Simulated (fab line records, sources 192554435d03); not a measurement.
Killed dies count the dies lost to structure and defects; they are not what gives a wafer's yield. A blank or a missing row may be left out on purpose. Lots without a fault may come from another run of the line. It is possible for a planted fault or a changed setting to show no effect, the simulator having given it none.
Lot-split experiment || flow n5Finfet || 7 lots, 21 wafers read, on a route of 1938 steps

== ON THE SPLIT ==
At N5_BEOL_M4_ETCH_70 (etches SOC in N2/H2, target depth 80 nm, overetch 24 nm, time 130 s), the setting timeS was moved away from the recipe's 130 s on 9 of the 21 wafers read, by -17.9% to +17.6%. This setting was run at the recipe's value on the other wafers.

The reading comes from the split's own step.

== THE READING ==
SiARC_of_BEOL_M4_COAT_68.thkNm (the simulator's own value, which no gauge read), in nm, at N5_BEOL_M4_ETCH_70 (etches SOC in N2/H2, target depth 80 nm, overetch 24 nm, time 130 s). No usual value for it is given in the file. The 12 wafers here that ran the recipe average 5.7 nm, standard deviation 0.22 nm.

{"wafer": "L074.1", "tool, chamber at the split": "rieDiel-01, 3,0", "timeS as run, s": 130, "against the recipe": "recipe", "SiARC_of_BEOL_M4_COAT_68.thkNm, nm": 5.8, "against lot-mates on the recipe": "-"}
{"wafer": "L074.3", "tool, chamber at the split": "rieDiel-01, 3,0", "timeS as run, s": 130, "against the recipe": "recipe", "SiARC_of_BEOL_M4_COAT_68.thkNm, nm": 5.8, "against lot-mates on the recipe": "-"}
{"wafer": "L074.5", "tool, chamber at the split": "rieDiel-01, 2", "timeS as run, s": 130, "against the recipe": "recipe", "SiARC_of_BEOL_M4_COAT_68.thkNm, nm": 5.4, "against lot-mates on the recipe": "-"}
{"wafer": "L076.2", "tool, chamber at the split": "rieDiel-01, 1", "timeS as run, s": 130, "against the recipe": "recipe", "SiARC_of_BEOL_M4_COAT_68.thkNm, nm": 5.6, "against lot-mates on the recipe": "-"}
{"wafer": "L076.3", "tool, chamber at the split": "rieDiel-01, 2", "timeS as run, s": 106.7, "against the recipe": "-17.9%", "SiARC_of_BEOL_M4_COAT_68.thkNm, nm": 6.6, "against lot-mates on the recipe": "+1.0"}
{"wafer": "L076.5", "tool, chamber at the split": "rieDiel-01, 1", "timeS as run, s": 106.7, "against the recipe": "-17.9%", "SiARC_of_BEOL_M4_COAT_68.thkNm, nm": 6.8, "against lot-mates on the recipe": "+1.2"}
{"wafer": "L082.4", "tool, chamber at the split": "rieDiel-01, 3", "timeS as run, s": 152.9, "against the recipe": "+17.6%", "SiARC_of_BEOL_M4_COAT_68.thkNm, nm": 4.8, "against lot-mates on the recipe": -0.6}
{"wafer": "L082.5", "tool, chamber at the split": "rieDiel-01, 2", "timeS as run, s": 130, "against the recipe": "recipe", "SiARC_of_BEOL_M4_COAT_68.thkNm, nm": 5.4, "against lot-mates on the recipe": "-"}
{"wafer": "L082.6", "tool, chamber at the split": "rieDiel-01, 1", "timeS as run, s": 152.9, "against the recipe": "+17.6%", "SiARC_of_BEOL_M4_COAT_68.thkNm, nm": 4.6, "against lot-mates on the recipe": -0.8}
{"wafer": "L083.1", "tool, chamber at the split": "rieDiel-01, 3", "timeS as run, s": 116.6, "against the recipe": "-10.3%", "SiARC_of_BEOL_M4_COAT_68.thkNm, nm": 6.6, "against lot-mates on the recipe": "+1.2"}
{"wafer": "L083.3", "tool, chamber at the split": "rieDiel-01, 2", "timeS as run, s": 130, "against the recipe": "recipe", "SiARC_of_BEOL_M4_COAT_68.thkNm, nm": 5.4, "against lot-mates on the recipe": "-"}
{"wafer": "L083.5", "tool, chamber at the split": "rieDiel-01, 2", "timeS as run, s": 130, "against the recipe": "recipe", "SiARC_of_BEOL_M4_COAT_68.thkNm, nm": 5.4, "against lot-mates on the recipe": "-"}
{"wafer": "L084.2", "tool, chamber at the split": "rieDiel-01, 2", "timeS as run, s": 141, "against the recipe": "+8.5%", "SiARC_of_BEOL_M4_COAT_68.thkNm, nm": 4.8, "against lot-mates on the recipe": -1.2}
{"wafer": "L084.3", "tool, chamber at the split": "rieDiel-01, 0", "timeS as run, s": 130, "against the recipe": "recipe", "SiARC_of_BEOL_M4_COAT_68.thkNm, nm": 6, "against lot-mates on the recipe": "-"}
{"wafer": "L084.4", "tool, chamber at the split": "rieDiel-01, 3", "timeS as run, s": 141, "against the recipe": "+8.5%", "SiARC_of_BEOL_M4_COAT_68.thkNm, nm": 5.4, "against lot-mates on the recipe": -0.6}
{"wafer": "L088.1", "tool, chamber at the split": "rieDiel-05, 3", "timeS as run, s": 130, "against the recipe": "recipe", "SiARC_of_BEOL_M4_COAT_68.thkNm, nm": 5.8, "against lot-mates on the recipe": "-"}
{"wafer": "L088.2", "tool, chamber at the split": "rieDiel-05, 2", "timeS as run, s": 130, "against the recipe": "recipe", "SiARC_of_BEOL_M4_COAT_68.thkNm, nm": 5.6, "against lot-mates on the recipe": "-"}
{"wafer": "L088.3", "tool, chamber at the split": "rieDiel-05, 0", "timeS as run, s": 130, "against the recipe": "recipe", "SiARC_of_BEOL_M4_COAT_68.thkNm, nm": 6, "against lot-mates on the recipe": "-"}
{"wafer": "L090.1", "tool, chamber at the split": "rieDiel-05, 3", "timeS as run, s": 130, "against the recipe": "recipe", "SiARC_of_BEOL_M4_COAT_68.thkNm, nm": 5.8, "against lot-mates on the recipe": "-"}
{"wafer": "L090.2", "tool, chamber at the split": "rieDiel-05, 2", "timeS as run, s": 149.5, "against the recipe": "+15.0%", "SiARC_of_BEOL_M4_COAT_68.thkNm, nm": 4.4, "against lot-mates on the recipe": -1.4}
{"wafer": "L090.4", "tool, chamber at the split": "rieDiel-05, 0", "timeS as run, s": 149.5, "against the recipe": "+15.0%", "SiARC_of_BEOL_M4_COAT_68.thkNm, nm": 5, "against lot-mates on the recipe": -0.8}
Where a row lists several chambers, the file gives one row for several wafers and doesn't say which wafer went through which chamber.

THE FIT
A straight line over all 21 wafers: SiARC_of_BEOL_M4_COAT_68.thkNm changes by -0.061 nm for each +1% of timeS; r = -0.93; the points scatter about the line by 0.24 nm.
The same after taking each lot's own level away (the mean of its wafers on the recipe; 21 wafers): -0.0638 nm for each +1%; r = -0.91; scatter 0.28 nm.
Per that fit: largest timeS move, reading shift of 1.1 nm.
The span of the lots' own levels, 5.40 to 6.00 nm, comes to 2.7 times the standard deviation stated above.
Hence the lot-to-lot level has little effect on the slope; both slopes agree.
Check: with one of the wafers moved furthest among these (-17.9%) left out of the fit, the line predicts +1.21 nm for it against its lot-mates. It came out at +1 nm against them.

== OTHER SPLITS APPLIED TO THESE WAFERS ==
Note: prior to the reading, these wafers also went through further splits. Each is held against what the fit with the lots' levels taken away leaves over:
{"other split on the same wafers": "N5_BEOL_M2_ETCH_69 biasW", "wafers away from the commonest value": 9, "r with SiARC_of_BEOL_M4_COAT_68.thkNm (lot level and that fit taken away)": -0.36}
{"other split on the same wafers": "N5_BEOL_M3_COAT_22 spinRpm", "wafers away from the commonest value": 5, "r with SiARC_of_BEOL_M4_COAT_68.thkNm (lot level and that fit taken away)": "+0.38"}
{"other split on the same wafers": "N5_BEOL_M3_EXPOSE_25 doseMj", "wafers away from the commonest value": 8, "r with SiARC_of_BEOL_M4_COAT_68.thkNm (lot level and that fit taken away)": "+0.07"}
{"other split on the same wafers": "N5_BEOL_M4_COAT_05 spinRpm", "wafers away from the commonest value": 8, "r with SiARC_of_BEOL_M4_COAT_68.thkNm (lot level and that fit taken away)": -0.10}

== FILE'S OWN FIT ==
SiARC_of_BEOL_M4_COAT_68.thkNm changes by -0.0663 nm for each +1% of timeS, r = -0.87.
